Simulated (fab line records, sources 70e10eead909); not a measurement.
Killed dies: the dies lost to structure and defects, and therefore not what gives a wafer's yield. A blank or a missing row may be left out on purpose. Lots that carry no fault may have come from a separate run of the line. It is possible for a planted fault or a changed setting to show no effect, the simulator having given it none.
Problem report, 8D (eight disciplines) form, completed by code ; flow nand_harc ; the parts of the form that need people (team, actions taken, sign-off) are left out

## 1. WHAT IS WRONG
cd_nm at NHARC_P_CONTACT_CD_MEAS_12 reads a mean of 106.7 nm on 3 wafers of 2 lots; wafers without a fault read 90.2 nm with a standard deviation of 0.52. Measured from the usual mean, that is +32 standard deviations.
The step: target cd 90 nm.
The first sign was on wafer L227.3 at day 6 21:55, on cd_sem-03. The record has a number at this step for 42 wafers belonging to 14 lots. The rule behind "out" and "out of limits": a value lying over 4 standard deviations away from the usual mean. The other wafers with a number count as sound.

## 2. WHAT IT IS, WHAT IT ISN'T
question;is;is not
which readings at this step;cd_nm;-
which lots;L227, L231;L222, L223, L224, L225, L229, L237, L238, L241, L242, L243, L244, L245
which wafers of those lots;L227.3, L231.3, L231.4;L227.2, L227.6, L231.2
read on which gauges;cd_sem-02, cd_sem-03;cd_sem-01
when;from day 6 21:55;"up to then (14 sound wafers); but 25 sound wafers of L229, L231, L237, L238, L241, L242, L243, L244, L245 came after"

## 3. WHAT RULES OUT EACH SUSPECT
Counting: if a tool at a process step up to the reading ran every lot that is out, it stays a suspect. Sound lots after the first of them don't rule it out here, since some wafers of a struck lot are sound.
- ruled out: the gauge at NHARC_P_CONTACT_CD_MEAS_12. 2 gauges (cd_sem-02, cd_sem-03) read the wafers that are out.
- litho_track-06 at NHARC_P_CONTACT_PEB_10 (peb time 65 s): kept. Every lot that is out went through it, the first being L227 (day 6 21:50); the last sound lot it ran before that was L223 (day 6 05:28).
The count leaves litho_track-06 at NHARC_P_CONTACT_PEB_10.

## 4. THE CAUSE (what the simulator had put in)
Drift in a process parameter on litho_track-06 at NHARC_P_CONTACT_PEB_10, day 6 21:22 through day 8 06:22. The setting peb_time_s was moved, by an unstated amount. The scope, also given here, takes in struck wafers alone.
After counting, this tool was the only one left.

## 5. THE CHAIN OF EFFECTS, in route order
Each row: a reading where the mean over the struck wafers with a number is more than 3 standard deviations away from the usual. Only readings for which the record gives a usual standard deviation are gone through. hours: the time from each lot's start at the first step in this table that gives one to its start at this step, as a median over the lots. sigmas: the change in usual standard deviations.
hours;step;reading;usual;on struck wafers;change;sigmas
0;NHARC_P_CONTACT_CD_MEAS_12;cd_nm;90.2 nm;106.7;+16.5;+32
Later measuring or inspecting steps at which every struck wafer that the step has a row for has a number for every such reading, and none has moved that far: NHARC_P_CONTACT_INSPECT_14.

## 6. HOW IT WOULD HAVE BEEN CAUGHT EARLIER
In this record the first reading out of limits at a measuring or inspecting step was taken at day 6 21:55, 1 hour after the fault began at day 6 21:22.
Tool readings at NHARC_P_CONTACT_PEB_10 with a usual standard deviation given in the record: none out on any struck wafer, hence no alarm at a limit of 4 standard deviations on them.
Among the 2 lots that are out, L231 began NHARC_P_CONTACT_PEB_10 on litho_track-06 after day 6 21:55. A tool hold placed at that time would have kept it from harm.
